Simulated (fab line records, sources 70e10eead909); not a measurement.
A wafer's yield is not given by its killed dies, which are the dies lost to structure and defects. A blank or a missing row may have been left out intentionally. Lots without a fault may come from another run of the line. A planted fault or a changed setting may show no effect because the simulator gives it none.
Code-filled problem report in 8D (eight disciplines) form    flow nand_harc    the parts of the form that need people (team, actions taken, sign-off) are left out

1. WHAT IS WRONG
Mean of killed_at_array at NHARC_END_SORT_01: 141 across 3 wafers in 2 lots; on wafers with no fault it is 52 (standard deviation 16). That puts it +5.6 standard deviations away from the usual mean.
The first sign was on wafer L616.2 at day 28 21:23, on prober-01. At this step, 6 wafers from 2 lots have a number in the record. Rule for "out", or "out of limits": more than 4 standard deviations from the usual mean. The rest of the wafers with a number are treated as sound.

2. WHAT IT IS, AND WHAT IT ISN'T
question                     is                            is not
which readings at this step  killed_at_array, killed_dies  killed_at_periphery, killed_open, killed_short
which lots                   L616, L617                    -
which wafers of those lots   L616.2, L616.5, L617.5        L616.6, L617.2, L617.4
read on which gauges         prober-01, prober-02          -
when                         from day 28 21:23             up to then (0 sound wafers); but 3 sound wafers of L616, L617 came after

3. SUSPECTS, AND WHAT RULES EACH OUT
Counting: if a tool at a process step up to the reading ran every lot that is out, it stays a suspect. Sound lots after the first of them don't rule it out here, since some wafers of a struck lot are sound.
- ruled out: the gauge at NHARC_END_SORT_01. Those wafers that are out were read across 2 gauges (prober-01, prober-02).
- har_cap_etch-01 at NHARC_A_CONTACT_ETCH_133 (etches the open film in C4F8/O2/Ar, time 374 s, target depth 1610 nm): kept. It ran every lot that is out, first L616 (day 26 10:03).
- rie_diel-10 at NHARC_A_BONDPAD_ETCH_12 (etches the open film in CHF3/O2, target depth 220 nm, time 110 s): kept. It ran every lot that is out, first L616 (day 27 19:20). NHARC_A_BONDPAD_ETCH_12 gives no start for some lots, so the hours and the order of its lots are those of NHARC_HYBRID_BOND_ACTIVATE_00.
- At NHARC_A_CONTACT_ETCH_133 on har_cap_etch-01, chamber 1 took the sound wafers of the same lots and chamber 0 took the wafers that are out.
The count leaves rie_diel-10 at NHARC_A_BONDPAD_ETCH_12 and har_cap_etch-01 at NHARC_A_CONTACT_ETCH_133.

4. THE CAUSE (what the simulator had put in)
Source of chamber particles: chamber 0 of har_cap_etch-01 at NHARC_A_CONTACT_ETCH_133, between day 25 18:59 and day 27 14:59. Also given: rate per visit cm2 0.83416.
After counting, 2 suspects remain, this tool included.

5. THE EFFECT CHAIN, in route order
Rows list readings where the struck wafers' mean (over those with a number) sits beyond 3 standard deviations from the usual. Readings are gone through only where the record gives a usual standard deviation; hours: the median, over the lots, of the time from a lot's start at the first step in this table giving one to that lot's start at this step; sigmas: the change measured in usual standard deviations.
hours  step               reading          usual  on struck wafers  change  sigmas
0      NHARC_END_SORT_01  killed_at_array  52     141               +89     +5.6
0      NHARC_END_SORT_01  killed_dies      57     145               +88     +5.5

6. HOW IT WOULD HAVE BEEN CAUGHT EARLIER
In this record the first reading out of limits at a measuring or inspecting step was taken at day 28 21:23, 74 hours after the fault began at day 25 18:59.
By day 28 21:23 the whole set of lots that are out, 2 in number, had already begun NHARC_A_CONTACT_ETCH_133 on har_cap_etch-01. None of them would have been spared by holding the tool at that moment.
